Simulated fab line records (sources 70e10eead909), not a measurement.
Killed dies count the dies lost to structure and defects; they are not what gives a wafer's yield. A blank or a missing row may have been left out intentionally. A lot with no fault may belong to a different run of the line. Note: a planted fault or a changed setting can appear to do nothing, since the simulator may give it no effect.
Which tool was responsible? | flow nandHarc | 72 wafers from 24 lots sampled at 2 of the route's 1302 steps

== WHAT EACH GAUGE READ, for each wafer ==
NHARC_A_M1_THK_MEAS_24: measures by xrf. Usual: 154.5 nm for thkNm, sd 1.4.
lot  | measured     | on           | thkNm (nm)        | flag
L074 | day 23 10:29 | filmMetro-01 | 154.5 153.8 152.3 | 
L077 | day 23 18:14 | filmMetro-02 | 153.4 156.2 152.7 | 
L075 | day 23 19:45 | filmMetro-01 | 154.0 153.9 152.3 | 
L076 | day 23 22:14 | filmMetro-01 | 155.3 155.9 154.9 | 
L078 | day 24 16:39 | filmMetro-02 | 154.3 156.8 155.0 | 
L079 | day 25 07:32 | filmMetro-01 | 153.4 150.8 158.1 | 
L080 | day 25 20:14 | filmMetro-01 | 156.0 155.2 154.7 | 
L081 | day 26 19:22 | filmMetro-01 | 153.6 150.5 154.0 | 
L082 | day 27 00:59 | filmMetro-02 | 152.9 154.3 154.0 | 
L083 | day 27 03:44 | filmMetro-02 | 154.7 154.9 153.3 | 
L084 | day 27 10:07 | filmMetro-02 | 156.1 154.3 154.4 | 
L086 | day 27 13:02 | filmMetro-02 | 153.3 152.7 155.0 | 
L085 | day 27 21:40 | filmMetro-02 | 153.5 154.2 155.0 | 
L088 | day 28 16:28 | filmMetro-02 | 153.7 153.9 154.5 | 
L089 | day 28 21:00 | filmMetro-02 | 153.9 156.2 153.3 | 
L087 | day 28 23:56 | filmMetro-02 | 155.9 156.4 153.4 | 
L091 | day 30 03:59 | filmMetro-02 | 158.5 154.3 154.7 | 
L090 | day 30 05:28 | filmMetro-02 | 154.7 156.3 155.2 | 
L092 | day 30 23:13 | filmMetro-01 | 152.4 153.9 153.4 | 
L093 | day 30 23:31 | filmMetro-01 | 155.2 155.2 155.4 | 
L095 | day 31 13:38 | filmMetro-02 | 155.8 157.7 157.0 | 
L094 | day 31 14:51 | filmMetro-01 | 155.9 154.0 152.4 | 
L097 | day 33 00:37 | filmMetro-01 | 156.1 155.1 153.5 | 
L096 | day 33 03:39 | filmMetro-01 | 153.8 155.1 153.0 | 

NHARC_A_M1_INSPECT_27. Usual: 528 for rawDefectCount, sd 130.
lot  | measured     | on               | rawDefectCount | flag
L074 | day 23 10:40 | defectInspect-01 | 460 490 590    | 
L077 | day 23 18:25 | defectInspect-02 | 597 536 587    | 
L075 | day 23 19:55 | defectInspect-02 | 694 724 551    | 
L076 | day 23 22:23 | defectInspect-01 | 643 564 654    | 
L078 | day 24 16:49 | defectInspect-02 | 883 512 593    | 
L079 | day 25 07:43 | defectInspect-01 | 335 564 548    | 
L080 | day 25 20:24 | defectInspect-01 | 476 521 589    | 
L081 | day 26 19:33 | defectInspect-01 | 378 426 452    | 
L082 | day 27 01:10 | defectInspect-01 | 506 711 524    | 
L083 | day 27 03:55 | defectInspect-01 | 421 493 597    | 
L084 | day 27 10:16 | defectInspect-01 | 458 571 709    | 
L086 | day 27 13:13 | defectInspect-01 | 550 541 333    | 
L085 | day 27 21:52 | defectInspect-01 | 577 432 558    | 
L088 | day 28 16:39 | defectInspect-01 | 383 335 392    | 
L089 | day 28 21:11 | defectInspect-01 | 462 420 421    | 
L087 | day 29 00:05 | defectInspect-01 | 398 514 431    | 
L091 | day 30 04:08 | defectInspect-02 | 432 378 284    | 
L090 | day 30 05:37 | defectInspect-02 | 502 526 556    | 
L092 | day 30 23:22 | defectInspect-01 | 736 520 700    | 
L093 | day 30 23:40 | defectInspect-01 | 864 585 650    | 
L095 | day 31 13:48 | defectInspect-02 | 434 444 424    | 
L094 | day 31 15:01 | defectInspect-01 | 549 526 455    | 
L097 | day 33 00:47 | defectInspect-01 | 647 827 697    | 
L096 | day 33 03:49 | defectInspect-02 | 415 345 423    | 

== TOOL THAT RAN EACH LOT (tool first, then ch and the chambers of the sampled wafers, then the start) ==
There is no process step in the record ahead of these readings.

== WHAT THE TOOLS THEMSELVES READ (means of the sampled wafers that have a number; where no wafer has one, the mark that the record gives instead) ==
The record holds no such reading with a usual standard deviation.

== THE ANSWER, worked out from the rows above alone ==
Rule: lot off if the mean of its wafers having a number is beyond 3 standard deviations from the usual mean. A lot without any number at a reading at which 4 lots or more have one is off too. All remaining lots with rows at the step are treated as sound. First the gauges in route order, then the tools' own readings, where a lot's mean is used as printed above. The first step at which some lot is off is used, and at that step the reading that is off furthest; a lot without a number counts as furthest.
None of the lots is off at any reading shown; this tells nothing.

== WHAT THE SIMULATOR PUT IN ==
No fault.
